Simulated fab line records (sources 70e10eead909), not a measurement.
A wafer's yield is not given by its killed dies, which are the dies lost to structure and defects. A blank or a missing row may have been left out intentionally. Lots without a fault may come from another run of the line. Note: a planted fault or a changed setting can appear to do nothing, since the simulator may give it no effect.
A lot that was struck, set against a sound lot ; flow nand-harc ; 40 steps out of a route of 1302
Sound: the wafers L716.1, L716.2, L716.5. Struck: wafer L711.1. The cause is named last.
For every step that has rows: the tool of each side, followed by ch and its chambers, followed by its first start. Under that, the readings that differ: sound wafers ; struck wafers ; difference of the means ; sigmas: that difference in standard deviations of wafers without a fault.
alike: readings with means less than 2 such deviations apart, plus words and numbers identical on both sides. not compared: withheld readings, readings lacking a value on some wafer, bounds such as >300 that could conceal the same value, and numbers that have no deviation in the record and whose values overlap.
The two part at a step that has a row with sigmas, a row that says differs or no value, or rows on one side only. Numbers that don't overlap but have no deviation are shown without sigmas and don't part them. Lack of a reading on every wafer of one side parts them only where that side has two or more wafers.

first, 7 steps without rows for these wafers: NHARC_A_STAIRCASE_COAT_160; NHARC_A_STAIRCASE_SOFTBAKE_161 (time 170 s); NHARC_A_STAIRCASE_EBR_162; NHARC_A_STAIRCASE_EXPOSE_163 (exposes mask STAIR OPEN); NHARC_A_STAIRCASE_PEB_164 (peb time 130 s); NHARC_A_STAIRCASE_DEVELOP_165 (time 140 s); NHARC_A_STAIRCASE_HARDBAKE_167 (time 140 s).
NHARC_A_STAIRCASE_DESCUM_168: chemistry O2, time 3 s.
  sound on rie-diel-01 ch 0,3, day 22 08:07; struck on rie-diel-09 ch 2, day 19 21:34
reading;sound;struck;difference;sigmas
showerhead-plenum-p-Torr (Torr);1.80 1.86 1.87;2.06;+0.22;+2
  alike: drypump-motor-current-A, oes-product-au, rf-vpp-V, throttle-valve-pct
  not compared: rf-hours-counter-h
then, 3 steps without rows for these wafers: NHARC_A_STAIRCASE_ETCH_169 (etches the open film in CH3F/O2, target depth 50 nm, time 107.1 s); NHARC_A_STAIRCASE_ETCH_170 (etches the open film in C4F6/O2, target depth 200 nm, time 66.667 s); NHARC_A_STAIRCASE_STRIP_171 (strips in O2).
NHARC_A_STAIRCASE_STRIP_172: strips in SPM, time 900 s.
  sound on wet-bench-04 ch 1,2,5, day 22 08:47; struck on wet-bench-09 ch 4, day 19 22:42
then, 13 steps without rows for these wafers: NHARC_A_STAIRCASE_PRECLEAN_173 (cleans in SC1); NHARC_A_STAIRCASE_SRD_174; NHARC_A_STAIRCASE_DEHYDRATE_01 (time 120 s); NHARC_A_STAIRCASE_HMDS_02 (time 30 s); NHARC_A_STAIRCASE_COAT_03; NHARC_A_STAIRCASE_SOFTBAKE_04 (time 170 s); NHARC_A_STAIRCASE_EBR_05; NHARC_A_STAIRCASE_EXPOSE_06 (exposes mask STAIR); NHARC_A_STAIRCASE_PEB_07 (peb time 130 s); NHARC_A_STAIRCASE_DEVELOP_08 (time 140 s); NHARC_A_STAIRCASE_HARDBAKE_10 (time 140 s); NHARC_A_STAIRCASE_DESCUM_11 (chemistry O2, time 3 s); NHARC_A_STAIRCASE_TRIM_12 (chemistry O2, time 211.2 s).
NHARC_A_STAIRCASE_ETCH_13: etches the open film in C4F8/O2, target depth 100 nm, time 40.5 s.
  sound on rie-diel-09 ch 0,1,2; struck on rie-diel-06 ch 0
  alike: oes-product-au, rf-vpp-V
  not compared: rf-hours-counter-h
then, 2 steps without rows for these wafers: NHARC_A_STAIRCASE_TRIM_14 (chemistry O2, time 211.2 s); NHARC_A_STAIRCASE_ETCH_15 (etches the open film in C4F8/O2, target depth 100 nm, time 40.5 s).
NHARC_A_STAIRCASE_TRIM_16: chemistry O2, time 211.2 s.
  sound on rie-diel-09 ch 0,3; struck on rie-diel-06 ch 2
  alike: drypump-motor-current-A, oes-product-au, rf-vpp-V, showerhead-plenum-p-Torr, throttle-valve-pct
  not compared: rf-hours-counter-h
then, 6 steps without rows for these wafers: NHARC_A_STAIRCASE_ETCH_17 (etches the open film in C4F8/O2, target depth 100 nm, time 40.5 s); NHARC_A_STAIRCASE_TRIM_18 (chemistry O2, time 211.2 s); NHARC_A_STAIRCASE_ETCH_19 (etches the open film in C4F8/O2, target depth 100 nm, time 40.5 s); NHARC_A_STAIRCASE_TRIM_20 (chemistry O2, time 211.2 s); NHARC_A_STAIRCASE_ETCH_21 (etches the open film in C4F8/O2, target depth 100 nm, time 40.5 s); NHARC_A_STAIRCASE_TRIM_22 (chemistry O2, time 211.2 s).
NHARC_A_STAIRCASE_ETCH_23: etches the open film in C4F8/O2, target depth 100 nm, time 40.5 s.
  sound on rie-diel-01 ch 1,3; struck on rie-diel-06 ch 3
  alike: oes-product-au, rf-vpp-V
  not compared: rf-hours-counter-h
then, 1 step without rows for these wafers: NHARC_A_STAIRCASE_TRIM_24 (chemistry O2, time 211.2 s).
NHARC_A_STAIRCASE_ETCH_25: etches the open film in C4F8/O2, target depth 100 nm, time 40.5 s.
  sound on rie-diel-01 ch 1,3; struck on rie-diel-06 ch 2
reading;sound;struck;difference;sigmas
rf-vpp-V (V);896 888 889;905;+14;+2
  alike: oes-product-au
  not compared: rf-hours-counter-h
then, 1 step without rows for these wafers: NHARC_A_STAIRCASE_TRIM_26 (chemistry O2, time 211.2 s).
-- break in the record here, with 9 days between the starts of the struck wafers on either side (left off in module A_STAIRCASE, picked up again in module END, where the first step shown is number 1302 on the route) --
NHARC_END_SORT_01:
  at this point the record logs the struck wafers (prober-02 ch 0, day 28 16:40) and has no rows for the sound ones

WHERE THEY PART
At NHARC_A_STAIRCASE_DESCUM_168 first; at NHARC_END_SORT_01 last (within this record only).

WHY: what had been put in by the simulator
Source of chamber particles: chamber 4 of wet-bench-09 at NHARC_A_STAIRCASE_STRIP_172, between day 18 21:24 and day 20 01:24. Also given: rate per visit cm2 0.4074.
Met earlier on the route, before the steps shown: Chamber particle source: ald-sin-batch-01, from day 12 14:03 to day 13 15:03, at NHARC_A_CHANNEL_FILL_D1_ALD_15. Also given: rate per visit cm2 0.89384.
